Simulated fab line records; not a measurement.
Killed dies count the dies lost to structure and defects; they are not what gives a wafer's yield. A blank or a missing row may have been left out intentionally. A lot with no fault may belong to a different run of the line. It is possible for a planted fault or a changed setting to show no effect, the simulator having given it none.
Matching of chambers / flow n5_finfet / N5_MOL_CONTACT_COAG_CMP_52 on cmp-03: 4 sister chambers
The step polishes, stops on SiO2, t overpolish 1.5 s, target thk 66.5 nm. 20 wafers are shown with their chamber, then 10 later ones without.

## WAFERS PAIRED WITH THEIR CHAMBERS
wafer=L074.1; chamber=3; motor_current_A (A)=9.9; time_to_endpoint_s (s)=13.6; overpolish_run_s (s)=1.501
wafer=L074.2; chamber=0; motor_current_A (A)=11.2; time_to_endpoint_s (s)=17.2; overpolish_run_s (s)=1.496
wafer=L074.6; chamber=0; motor_current_A (A)=12.3; time_to_endpoint_s (s)=16.0; overpolish_run_s (s)=1.501
wafer=L076.3; chamber=3; motor_current_A (A)=10.3; time_to_endpoint_s (s)=15.6; overpolish_run_s (s)=1.504
wafer=L076.4; chamber=0; motor_current_A (A)=11.0; time_to_endpoint_s (s)=19.2; overpolish_run_s (s)=1.487
wafer=L076.5; chamber=0; motor_current_A (A)=11.8; time_to_endpoint_s (s)=16.0; overpolish_run_s (s)=1.514
wafer=L077.2; chamber=1; motor_current_A (A)=12.1; time_to_endpoint_s (s)=12.2; overpolish_run_s (s)=1.490
wafer=L077.3; chamber=0; motor_current_A (A)=11.9; time_to_endpoint_s (s)=15.4; overpolish_run_s (s)=1.500
wafer=L077.5; chamber=0; motor_current_A (A)=11.0; time_to_endpoint_s (s)=16.0; overpolish_run_s (s)=1.502
wafer=L078.3; chamber=1; motor_current_A (A)=13.1; time_to_endpoint_s (s)=13.6; overpolish_run_s (s)=1.489
wafer=L078.4; chamber=0; motor_current_A (A)=11.7; time_to_endpoint_s (s)=16.0; overpolish_run_s (s)=1.497
wafer=L078.6; chamber=0; motor_current_A (A)=11.5; time_to_endpoint_s (s)=15.5; overpolish_run_s (s)=1.505
wafer=L079.1; chamber=0; motor_current_A (A)=11.6; time_to_endpoint_s (s)=15.7; overpolish_run_s (s)=1.502
wafer=L079.3; chamber=2; motor_current_A (A)=12.5; time_to_endpoint_s (s)=8.1; overpolish_run_s (s)=1.507
wafer=L079.4; chamber=1; motor_current_A (A)=12.8; time_to_endpoint_s (s)=11.1; overpolish_run_s (s)=1.503
wafer=L081.4; chamber=2; motor_current_A (A)=12.1; time_to_endpoint_s (s)=10.4; overpolish_run_s (s)=1.503
wafer=L081.5; chamber=0; motor_current_A (A)=11.5; time_to_endpoint_s (s)=15.4; overpolish_run_s (s)=1.504
wafer=L081.6; chamber=3; motor_current_A (A)=10.5; time_to_endpoint_s (s)=11.1; overpolish_run_s (s)=1.492
wafer=L082.1; chamber=3; motor_current_A (A)=10.5; time_to_endpoint_s (s)=14.4; overpolish_run_s (s)=1.507
wafer=L082.2; chamber=0; motor_current_A (A)=10.9; time_to_endpoint_s (s)=14.6; overpolish_run_s (s)=1.488

SIGNATURES (means of the wafers above)
reading=motor_current_A; chamber 0=11.491; chamber 1=12.667; chamber 2=12.300; chamber 3=10.300; scatter within a chamber=0.414
reading=time_to_endpoint_s; chamber 0=16.091; chamber 1=12.300; chamber 2=9.250; chamber 3=13.675; scatter within a chamber=1.4
reading=overpolish_run_s; chamber 0=1.49964; chamber 1=1.49400; chamber 2=1.50500; chamber 3=1.50100; scatter within a chamber=0.00724
Rule: for a wafer and a chamber, the distance is found by dividing, reading by reading, the gap between the wafer's reading and the chamber's mean by the reading's scatter, squaring, summing and taking the root. If the next closest chamber is less than 2 further off than the closest, the wafer can't be placed; otherwise it belongs to the closest. How the scatter is found: for the shown wafers, subtract from each reading the mean of its chamber, square and add these, divide the total by (wafers less chambers), then take the root.

## WAFERS MISSING THEIR CHAMBER
wafer=L082.4; motor_current_A (A)=12.4; time_to_endpoint_s (s)=15.2; overpolish_run_s (s)=1.504
wafer=L087.2; motor_current_A (A)=11.8; time_to_endpoint_s (s)=12.5; overpolish_run_s (s)=1.508
wafer=L087.3; motor_current_A (A)=12.2; time_to_endpoint_s (s)=14.4; overpolish_run_s (s)=1.504
wafer=L087.4; motor_current_A (A)=10.9; time_to_endpoint_s (s)=16.9; overpolish_run_s (s)=1.487
wafer=L089.2; motor_current_A (A)=12.0; time_to_endpoint_s (s)=15.0; overpolish_run_s (s)=1.504
wafer=L089.4; motor_current_A (A)=11.9; time_to_endpoint_s (s)=15.2; overpolish_run_s (s)=1.512
wafer=L089.5; motor_current_A (A)=11.6; time_to_endpoint_s (s)=11.4; overpolish_run_s (s)=1.508
wafer=L095.3; motor_current_A (A)=11.8; time_to_endpoint_s (s)=13.6; overpolish_run_s (s)=1.504
wafer=L095.4; motor_current_A (A)=11.1; time_to_endpoint_s (s)=15.8; overpolish_run_s (s)=1.509
wafer=L095.5; motor_current_A (A)=10.7; time_to_endpoint_s (s)=16.3; overpolish_run_s (s)=1.492

## CHAMBER TAKEN BY EACH
wafer=L082.4; from the rows above=can't be placed: 0 or 1 or 2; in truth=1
wafer=L087.2; from the rows above=can't be placed: 2 or 1 or 0 or 3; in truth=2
wafer=L087.3; from the rows above=can't be placed: 0 or 1 or 2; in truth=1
wafer=L087.4; from the rows above=can't be placed: 0 or 3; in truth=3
wafer=L089.2; from the rows above=can't be placed: 0 or 1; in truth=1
wafer=L089.4; from the rows above=can't be placed: 0 or 1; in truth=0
wafer=L089.5; from the rows above=can't be placed: 2 or 1 or 0 or 3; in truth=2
wafer=L095.3; from the rows above=can't be placed: 0 or 1 or 2 or 3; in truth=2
wafer=L095.4; from the rows above=can't be placed: 0 or 3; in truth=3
wafer=L095.5; from the rows above=can't be placed: 0 or 3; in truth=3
Correct placement for 0 of the 10. Unplaceable from these rows: 10, with the true chamber sitting among the candidates in 10. 0 placed wrongly.
